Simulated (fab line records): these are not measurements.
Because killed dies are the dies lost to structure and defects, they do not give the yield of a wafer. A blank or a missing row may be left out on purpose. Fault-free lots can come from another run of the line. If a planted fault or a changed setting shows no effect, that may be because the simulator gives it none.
Lot-split experiment + flow n5-finfet + 7 lots, 39 wafers read, on a route of 1938 steps

== THE SPLIT ITSELF ==
At N5_DUMMY_GATE_ETCH_42 (etches SiO2 in CHF3/O2, target depth 3.5 nm, time 31 s), the setting bias-w was moved away from the recipe's 12 W on 12 of the 39 wafers read, by -5.8% to +18.4%. For the rest of the wafers, this setting stayed at what the recipe calls for.

The reading comes from the split's own step.

== THE READING ==
rf-vpp-V, in V, at N5_DUMMY_GATE_ETCH_42 (etches SiO2 in CHF3/O2, target depth 3.5 nm, time 31 s). On this fab line, fault-free wafers typically give 42.4 V with a standard deviation of 0.83 V.

| wafer  | tool, chamber at the split | bias-w as run, W | against the recipe | rf-vpp-V, V | against lot-mates on the recipe |
|--------|----------------------------|------------------|--------------------|-------------|---------------------------------|
| L074.1 | rie-diel-05, 0             | 12               | recipe             | 42.9        | -                               |
| L074.2 | rie-diel-05, 2             | 12               | recipe             | 41.9        | -                               |
| L074.3 | rie-diel-05, 1             | 12               | recipe             | 42.5        | -                               |
| L074.4 | rie-diel-05, 3             | 12               | recipe             | 42.1        | -                               |
| L074.5 | rie-diel-05, 1             | 12               | recipe             | 42.2        | -                               |
| L074.6 | rie-diel-05, 2             | 12               | recipe             | 41.7        | -                               |
| L077.1 | rie-diel-01, 3             | 12               | recipe             | 42.2        | -                               |
| L077.2 | rie-diel-01, 0             | 12               | recipe             | 43.4        | -                               |
| L077.3 | rie-diel-01, 1             | 13.82            | +15.2%             | 46.0        | +3.0                            |
| L077.4 | rie-diel-01, 2             | 13.82            | +15.2%             | 46.3        | +3.3                            |
| L077.5 | rie-diel-01, 1             | 12               | recipe             | 43.5        | -                               |
| L077.6 | rie-diel-01, 2             | 13.82            | +15.2%             | 47.6        | +4.6                            |
| L080.1 | rie-diel-01, 2             | 14.21            | +18.4%             | 47.4        | +5.9                            |
| L080.2 | rie-diel-01, 0             | 14.21            | +18.4%             | 48.6        | +7.1                            |
| L080.3 | rie-diel-01, 3             | 12               | recipe             | 41.0        | -                               |
| L080.4 | rie-diel-01, 1             | 14.21            | +18.4%             | 47.5        | +6.0                            |
| L080.5 | rie-diel-01, 1             | 12               | recipe             | 41.2        | -                               |
| L080.6 | rie-diel-01, 0             | 12               | recipe             | 42.3        | -                               |
| L082.1 | rie-diel-05, 0             | 12               | recipe             | 42.3        | -                               |
| L082.2 | rie-diel-05, 2             | 12               | recipe             | 40.4        | -                               |
| L082.3 | rie-diel-05, 1             | 13.96            | +16.3%             | 45.8        | +3.4                            |
| L082.4 | rie-diel-05, 3             | 13.96            | +16.3%             | 46.4        | +4.0                            |
| L082.5 | rie-diel-05, 1             | 13.96            | +16.3%             | 47.0        | +4.6                            |
| L082.6 | rie-diel-05, 0             | 12               | recipe             | 44.4        | -                               |
| L090.1 | rie-diel-06, 1             | 12               | recipe             | 43.1        | -                               |
| L090.2 | rie-diel-06, 2             | 12               | recipe             | 42.7        | -                               |
| L090.3 | rie-diel-06, 0             | 12               | recipe             | 42.4        | -                               |
| L090.4 | rie-diel-06, 3             | 12               | recipe             | 43.3        | -                               |
| L090.5 | rie-diel-06, 1             | 12               | recipe             | 42.7        | -                               |
| L090.6 | rie-diel-06, 0             | 12               | recipe             | 41.7        | -                               |
| L091.1 | rie-diel-05, 2             | 12               | recipe             | 41.7        | -                               |
| L091.3 | rie-diel-05, 3             | 12               | recipe             | 42.6        | -                               |
| L091.6 | rie-diel-05, 2             | 12               | recipe             | 41.5        | -                               |
| L094.1 | rie-diel-01, 0             | 12               | recipe             | 42.7        | -                               |
| L094.2 | rie-diel-01, 2             | 12               | recipe             | 42.5        | -                               |
| L094.3 | rie-diel-01, 1             | 11.31            | -5.8%              | 39.3        | -3.2                            |
| L094.4 | rie-diel-01, 2             | 11.31            | -5.8%              | 41.1        | -1.4                            |
| L094.5 | rie-diel-01, 1             | 11.31            | -5.8%              | 39.8        | -2.7                            |
| L094.6 | rie-diel-01, 0             | 12               | recipe             | 42.3        | -                               |

THE FIT
A straight line over all 39 wafers: rf-vpp-V changes by +0.287 V for each +1% of bias-w; r = +0.94; the points scatter about the line by 0.82 V.
The same after taking each lot's own level away (the mean of its wafers on the recipe; 39 wafers): +0.295 V for each +1%; r = +0.94; scatter 0.83 V.
That fit puts the effect of the largest move of bias-w on the reading at 5.4 V.
From 41.50 to 43.03 V: that is the span of the lots' own levels, equal to 1.8 times the standard deviation above.
So the lot-to-lot level changes the slope little: the two slopes agree.
Check: for one of the wafers moved furthest among these (+18.4%), held out of the fit, the line's prediction against its lot-mates is +5.23 V. It came out at +5.9 V against them.
Tool readings at the split's step, against how far the setting was moved: rf-vpp-V r = +0.94.

== FURTHER SPLITS ON THESE WAFERS ==
These wafers also went through other splits before the reading. Each is held against what the fit with the lots' levels taken away leaves over:
| other split on the same wafers       | wafers away from the commonest value | r with rf-vpp-V (lot level and that fit taken away) |
|--------------------------------------|--------------------------------------|-----------------------------------------------------|
| N5_DUMMY_GATE_EXPOSE_12 dose-mj      | 18                                   | -0.21                                               |
| N5_DUMMY_GATE_ETCH_31 target-depth-a | 12                                   | +0.02                                               |
| N5_DUMMY_GATE_ETCH_44 target-depth-a | 15                                   | -0.04                                               |

== FILE'S OWN FIT ==
rf-vpp-V changes by +0.289 V for each +1% of bias-w, r = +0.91.
